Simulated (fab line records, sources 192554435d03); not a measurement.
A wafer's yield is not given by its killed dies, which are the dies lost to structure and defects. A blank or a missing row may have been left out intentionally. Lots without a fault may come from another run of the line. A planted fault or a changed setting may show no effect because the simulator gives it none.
Which of the tools did it? | flow n5Finfet | Sampling: 14 lots, 42 wafers, 7 of 1938 route steps

== WHAT THE GAUGES SHOWED, per wafer ==
N5_BEOL_M2_INSPECT_59: inspects for defects (darkfield). Usual: 68 for rawDefectCount, sd 24.
lot  | measured     | on               | rawDefectCount | flag
L997 | day 6 23:14  | defectInspect-01 | 103 75 92      | 
L999 | day 7 11:17  | defectInspect-02 | 71 54 65       | 
L101 | day 8 00:09  | defectInspect-02 | 36 36 59       | 
L102 | day 8 03:58  | defectInspect-01 | 56 62 22       | 
L107 | day 9 06:38  | defectInspect-01 | 40 64 60       | 
L117 | day 12 02:32 | defectInspect-02 | 32 35 45       | 
L112 | day 12 04:22 | defectInspect-01 | 57 43 63       | 
L113 | day 12 04:47 | defectInspect-01 | 53 79 58       | 
L115 | day 12 06:29 | defectInspect-02 | 125 51 81      | 
L114 | day 12 09:05 | defectInspect-01 | 55 104 80      | 
L116 | day 12 15:10 | defectInspect-01 | 53 59 61       | 
L119 | day 12 19:00 | defectInspect-02 | 60 131 56      | 
L109 | day 13 02:43 | defectInspect-02 | 45 47 44       | 
L120 | day 13 12:09 | defectInspect-02 | 72 63 68       | 

N5_BEOL_M3_CD_MEAS_18: pitch 36 nm, target cd 18 nm. Usual: 18.1 nm for cdNm, sd 0.38.
lot  | measured     | on       | cdNm (nm)      | flag
L997 | day 7 01:33  | cdSem-01 | 17.8 18.3 18.0 | 
L999 | day 7 13:08  | cdSem-01 | 17.8 17.3 18.2 | 
L101 | day 8 02:16  | cdSem-01 | - - -          | OFF
L102 | day 8 06:03  | cdSem-01 | - - -          | OFF
L107 | day 9 09:58  | cdSem-01 | 18.3 18.6 18.9 | 
L117 | day 12 04:27 | cdSem-03 | 18.3 18.3 18.0 | 
L112 | day 12 07:19 | cdSem-01 | 19.2 18.8 18.0 | 
L113 | day 12 07:29 | cdSem-01 | 17.7 17.8 18.0 | 
L115 | day 12 09:15 | cdSem-02 | 17.9 18.1 18.5 | 
L114 | day 12 12:19 | cdSem-02 | 18.2 18.2 18.1 | 
L116 | day 12 17:10 | cdSem-03 | 18.0 18.0 17.6 | 
L119 | day 12 20:56 | cdSem-01 | 18.5 17.9 18.2 | 
L109 | day 13 07:21 | cdSem-01 | 18.1 18.4 17.8 | 
L120 | day 13 14:43 | cdSem-03 | 18.0 18.4 18.6 | 

N5_BEOL_M4_RC_MEAS_101. Usual: DIBL_N 36.3 mV/V, standard deviation 1.9; DIBL_P 36.0 mV/V, standard deviation 2.1; IOFF_N 0.16 nA/um, standard deviation 0.031; IOFF_P 0.21 nA/um, standard deviation 0.035; ION_N 675 uA/um, standard deviation 14; ION_P 464 uA/um, standard deviation 8.5; SS_N 71.5 mV/dec, standard deviation 0.6; SS_P 73.3 mV/dec, standard deviation 0.72; VT_N 250 mV, standard deviation 3.2; VT_P -250 mV, standard deviation 3.1.
lot  | measured     | on        | DIBL_N (mV/V)  | DIBL_P (mV/V)  | IOFF_N (nA/um) | IOFF_P (nA/um) | ION_N (uA/um) | ION_P (uA/um) | SS_N (mV/dec)  | SS_P (mV/dec)  | VT_N (mV)   | VT_P (mV)      | flag
L997 | day 7 18:26  | prober-02 | 37.9 38.2 37.5 | 38.3 39.7 38.2 | 0.19 0.21 0.19 | 0.27 0.31 0.27 | 683 705 688   | 472 484 470   | 71.8 71.7 71.7 | 74.1 74.4 74.0 | 247 245 245 | -245 -244 -246 | 
L999 | day 8 06:11  | prober-01 | 33.5 37.7 34.6 | 31.3 36.1 32.5 | 0.11 0.17 0.13 | 0.14 0.20 0.15 | 649 662 664   | 443 455 452   | 70.3 72.0 71.9 | 72.5 73.5 72.4 | 254 253 253 | -258 -252 -256 | 
L107 | day 9 22:16  | prober-01 | 35.1 34.2 34.3 | 35.4 34.7 32.9 | 0.14 0.13 0.11 | 0.20 0.19 0.15 | 681 668 656   | 474 459 449   | 71.3 71.3 71.3 | 72.9 73.1 72.6 | 250 254 259 | -250 -251 -254 | 
L117 | day 13 01:41 | prober-01 | 35.2 35.7 37.2 | 36.5 36.8 39.7 | 0.14 0.16 0.19 | 0.17 0.18 0.22 | 678 681 698   | 458 457 471   | 70.4 71.7 72.5 | 72.9 73.2 73.5 | 248 248 246 | -257 -254 -250 | 
L112 | day 13 14:40 | prober-01 | 33.1 37.4 33.9 | 32.6 37.9 34.1 | 0.11 0.17 0.12 | 0.14 0.21 0.15 | 665 680 664   | 450 470 453   | 69.9 71.8 70.9 | 72.3 73.6 72.7 | 255 253 254 | -255 -252 -255 | 
L113 | day 13 07:18 | prober-02 | 39.3 36.0 36.2 | 40.2 35.6 36.0 | 0.22 0.15 0.15 | 0.29 0.19 0.20 | 696 694 686   | 484 475 472   | 72.3 70.8 71.5 | 74.4 73.4 73.3 | 246 249 249 | -245 -251 -252 | 
L115 | day 13 19:43 | prober-02 | 37.5 39.9 40.5 | 35.8 38.6 39.5 | 0.16 0.21 0.24 | 0.21 0.25 0.27 | 694 683 715   | 471 462 481   | 71.5 72.6 72.2 | 74.1 74.0 74.0 | 249 245 244 | -249 -247 -245 | 
L114 | day 14 01:24 | prober-01 | 38.9 36.9 37.8 | 37.9 34.5 36.4 | 0.18 0.15 0.15 | 0.24 0.19 0.22 | 673 673 648   | 462 456 451   | 71.4 71.2 72.2 | 74.0 73.6 74.2 | 248 249 253 | -249 -252 -252 | 
L116 | day 14 09:01 | prober-01 | 36.4 36.8 36.2 | 36.4 38.3 37.6 | 0.18 0.19 0.18 | 0.21 0.24 0.25 | 668 685 681   | 460 466 469   | 72.1 71.9 71.6 | 73.0 74.0 74.3 | 249 247 246 | -249 -248 -246 | 
L119 | day 14 12:35 | prober-02 | 35.8 34.3 36.3 | 36.4 34.6 36.0 | 0.15 0.13 0.15 | 0.23 0.19 0.21 | 676 673 676   | 469 465 465   | 72.4 71.7 72.0 | 73.1 72.1 72.5 | 251 253 251 | -249 -250 -249 | 
L109 | day 14 14:58 | prober-01 | 36.0 35.6 36.2 | 36.1 35.3 35.1 | 0.17 0.16 0.17 | 0.25 0.23 0.22 | 686 681 678   | 473 468 467   | 71.2 71.7 71.7 | 72.8 72.9 73.2 | 246 247 247 | -243 -249 -248 | 
L120 | day 15 04:40 | prober-01 | 36.2 36.5 36.9 | 36.7 36.7 37.3 | 0.15 0.15 0.16 | 0.21 0.21 0.21 | 668 668 665   | 460 458 457   | 71.1 70.7 71.4 | 73.1 73.2 74.1 | 250 251 251 | -249 -248 -250 | 

== TOOL THAT RAN EACH LOT (tool first, then ch and the chambers of the sampled wafers, then the start) ==
lot  | N5_BEOL_M2_ANNEAL_87        | N5_BEOL_M2_ANNEAL_93        | N5_BEOL_M3_HM_DEP_02        | N5_BEOL_M3_HM_OPEN_17
L997 | pvdSputter-02, day 6 21:02  | pvdSputter-02, day 6 21:46  | pvdSputter-02, day 7 00:26  | rieMetal-02 ch 0,1, day 7 01:22
L999 | pvdSputter-01, day 7 09:02  | pvdSputter-01, day 7 09:45  | pvdSputter-03, day 7 12:03  | rieMetal-03 ch 0,1, day 7 12:59
L101 | pvdSputter-01, day 7 22:02  | pvdSputter-01, day 7 22:42  | pvdSputter-01, day 8 00:38  | rieMetal-03 ch 0,1, day 8 02:05
L102 | pvdSputter-01, day 8 01:52  | pvdSputter-01, day 8 02:32  | pvdSputter-03, day 8 04:52  | rieMetal-03 ch 0,1, day 8 05:52
L107 | pvdSputter-02, day 9 04:20  | pvdSputter-02, day 9 04:59  | pvdSputter-03, day 9 08:37  | rieMetal-01 ch 0,1, day 9 09:35
L117 | pvdSputter-02, day 12 00:26 | pvdSputter-02, day 12 01:05 | pvdSputter-02, day 12 03:22 | rieMetal-03 ch 0,1, day 12 04:17
L112 | pvdSputter-02, day 12 02:16 | pvdSputter-02, day 12 02:56 | pvdSputter-02, day 12 06:15 | rieMetal-03 ch 0,1, day 12 07:10
L113 | pvdSputter-01, day 12 02:41 | pvdSputter-01, day 12 03:21 | pvdSputter-02, day 12 06:23 | rieMetal-02 ch 0, day 12 07:18
L115 | pvdSputter-02, day 12 04:23 | pvdSputter-02, day 12 05:03 | pvdSputter-03, day 12 08:11 | rieMetal-03 ch 0,1, day 12 09:04
L114 | pvdSputter-03, day 12 06:59 | pvdSputter-03, day 12 07:39 | pvdSputter-03, day 12 11:15 | rieMetal-03 ch 0,1, day 12 12:08
L116 | pvdSputter-02, day 12 13:03 | pvdSputter-02, day 12 13:43 | pvdSputter-03, day 12 16:14 | rieMetal-01 ch 0,1, day 12 16:59
L119 | pvdSputter-01, day 12 16:55 | pvdSputter-01, day 12 17:34 | pvdSputter-02, day 12 19:59 | rieMetal-03 ch 0,1, day 12 20:45
L109 | pvdSputter-02, day 13 00:37 | pvdSputter-02, day 13 01:17 | pvdSputter-03, day 13 06:17 | rieMetal-01 ch 0,1, day 13 07:11
L120 | pvdSputter-02, day 13 10:03 | pvdSputter-02, day 13 10:43 | pvdSputter-01, day 13 13:40 | rieMetal-01 ch 0,1, day 13 14:32
- N5_BEOL_M2_ANNEAL_87: time 240 s.
- N5_BEOL_M2_ANNEAL_93: time 240 s.
- N5_BEOL_M3_HM_DEP_02: deposits TiN, target thk 20 nm.
- N5_BEOL_M3_HM_OPEN_17: chemistry Cl2/BCl3, target TiN, target depth 20 nm, overetch 6 nm.

== WHAT THE TOOLS THEMSELVES READ (means of the sampled wafers that have a number; where no wafer has one, the mark that the record gives instead) ==
N5_BEOL_M2_ANNEAL_87. Usual: 830 W for heaterPowerW, sd 45.
lot  | tool          | heaterPowerW (W) | flag
L997 | pvdSputter-02 | 788              | 
L999 | pvdSputter-01 | 803              | 
L101 | pvdSputter-01 | 795              | 
L102 | pvdSputter-01 | 838              | 
L107 | pvdSputter-02 | 824              | 
L117 | pvdSputter-02 | 803              | 
L112 | pvdSputter-02 | 836              | 
L113 | pvdSputter-01 | 802              | 
L115 | pvdSputter-02 | 803              | 
L114 | pvdSputter-03 | 860              | 
L116 | pvdSputter-02 | 806              | 
L119 | pvdSputter-01 | 793              | 
L109 | pvdSputter-02 | 796              | 
L120 | pvdSputter-02 | 823              | 

N5_BEOL_M2_ANNEAL_93. Usual: 830 W for heaterPowerW, sd 44.
lot  | tool          | heaterPowerW (W) | flag
L997 | pvdSputter-02 | 798              | 
L999 | pvdSputter-01 | 791              | 
L101 | pvdSputter-01 | 807              | 
L102 | pvdSputter-01 | 840              | 
L107 | pvdSputter-02 | 822              | 
L117 | pvdSputter-02 | 789              | 
L112 | pvdSputter-02 | 827              | 
L113 | pvdSputter-01 | 794              | 
L115 | pvdSputter-02 | 813              | 
L114 | pvdSputter-03 | 857              | 
L116 | pvdSputter-02 | 801              | 
L119 | pvdSputter-01 | 798              | 
L109 | pvdSputter-02 | 802              | 
L120 | pvdSputter-02 | 809              | 

N5_BEOL_M3_HM_DEP_02. Usual: chamberPressurePa 0.5000 Pa, standard deviation 0.0011; substrateTempC 25.01 C, standard deviation 0.1; throttleValvePct 29.8 %, standard deviation 1.1.
lot  | tool          | chamberPressurePa (Pa) | substrateTempC (C) | throttleValvePct (%) | flag
L997 | pvdSputter-02 | 0.4989                 | 25.08              | 28.9                 | 
L999 | pvdSputter-03 | 0.4988                 | 24.96              | 30.2                 | 
L101 | pvdSputter-01 | -                      | -                  | -                    | OFF
L102 | pvdSputter-03 | -                      | -                  | -                    | OFF
L107 | pvdSputter-03 | 0.5004                 | 24.92              | 29.2                 | 
L117 | pvdSputter-02 | 0.5001                 | 25.01              | 28.6                 | 
L112 | pvdSputter-02 | 0.5007                 | 24.99              | 29.6                 | 
L113 | pvdSputter-02 | 0.4998                 | 25.08              | 28.6                 | 
L115 | pvdSputter-03 | 0.4985                 | 25.06              | 28.7                 | 
L114 | pvdSputter-03 | 0.5007                 | 24.93              | 29.5                 | 
L116 | pvdSputter-03 | 0.5007                 | 25.09              | 30.6                 | 
L119 | pvdSputter-02 | 0.4997                 | 25.15              | 28.9                 | 
L109 | pvdSputter-03 | 0.5009                 | 24.99              | 29.6                 | 
L120 | pvdSputter-01 | 0.5006                 | 25.05              | 30.6                 | 

N5_BEOL_M3_HM_OPEN_17. Usual: biasW 126.0 W, standard deviation 0.4; drypumpMotorCurrentA 5.8 A, standard deviation 0.33; oesProductAu 0.69 a.u., standard deviation 0.092; throttleValvePct 22.12 %, standard deviation 0.23.
lot  | tool        | biasW (W) | drypumpMotorCurrentA (A) | oesProductAu (a.u.) | throttleValvePct (%) | flag
L997 | rieMetal-02 | 125.9     | 5.7                      | 0.74                | 21.90                | 
L999 | rieMetal-03 | 125.8     | 6.0                      | 0.68                | 22.18                | 
L101 | rieMetal-03 | 126.2     | 6.0                      | 0.29                | 22.84                | OFF
L102 | rieMetal-03 | 125.4     | 6.1                      | 0.26                | 22.91                | OFF
L107 | rieMetal-01 | 125.7     | 5.6                      | 0.58                | 22.41                | 
L117 | rieMetal-03 | 126.1     | 6.1                      | 0.77                | 22.07                | 
L112 | rieMetal-03 | 126.5     | 6.0                      | 0.77                | 22.06                | 
L113 | rieMetal-02 | 125.8     | 5.9                      | 0.65                | 21.69                | 
L115 | rieMetal-03 | 125.7     | 6.1                      | 0.78                | 22.05                | 
L114 | rieMetal-03 | 125.9     | 6.1                      | 0.77                | 22.05                | 
L116 | rieMetal-01 | 126.0     | 5.6                      | 0.74                | 22.21                | 
L119 | rieMetal-03 | 126.3     | 6.0                      | 0.72                | 22.13                | 
L109 | rieMetal-01 | 126.4     | 5.6                      | 0.74                | 22.22                | 
L120 | rieMetal-01 | 126.2     | 5.6                      | 0.74                | 22.22                | 

== THE ANSWER, worked out from the rows above alone ==
Rule: a lot counts as off when the mean over its wafers that have a number is more than 3 standard deviations away from the usual mean. Also off: a lot with no number at a reading for which 4 or more lots have one. Where the step has rows for the other lots, those lots are counted as sound. After the gauges, taken in route order, come the tools' own readings; for these a lot's mean is taken, as printed above. The first step at which some lot is off is used, and at that step the reading that is off furthest; a lot without a number counts as furthest.
Off, at N5_BEOL_M3_CD_MEAS_18 on cdNm: L101, L102. Without a number there: L101, L102.
If a tool, at a process step before that reading, ran all the lots that are off and no sound lot after the first of them, it fits. Not tried: the gauges at N5_BEOL_M3_CD_MEAS_18; whatever is off there is also off at N5_BEOL_M3_HM_DEP_02, on other tools, and gauge error can't account for it. No candidate that was tried fits.

== WHAT THE SIMULATOR HAD INSERTED ==
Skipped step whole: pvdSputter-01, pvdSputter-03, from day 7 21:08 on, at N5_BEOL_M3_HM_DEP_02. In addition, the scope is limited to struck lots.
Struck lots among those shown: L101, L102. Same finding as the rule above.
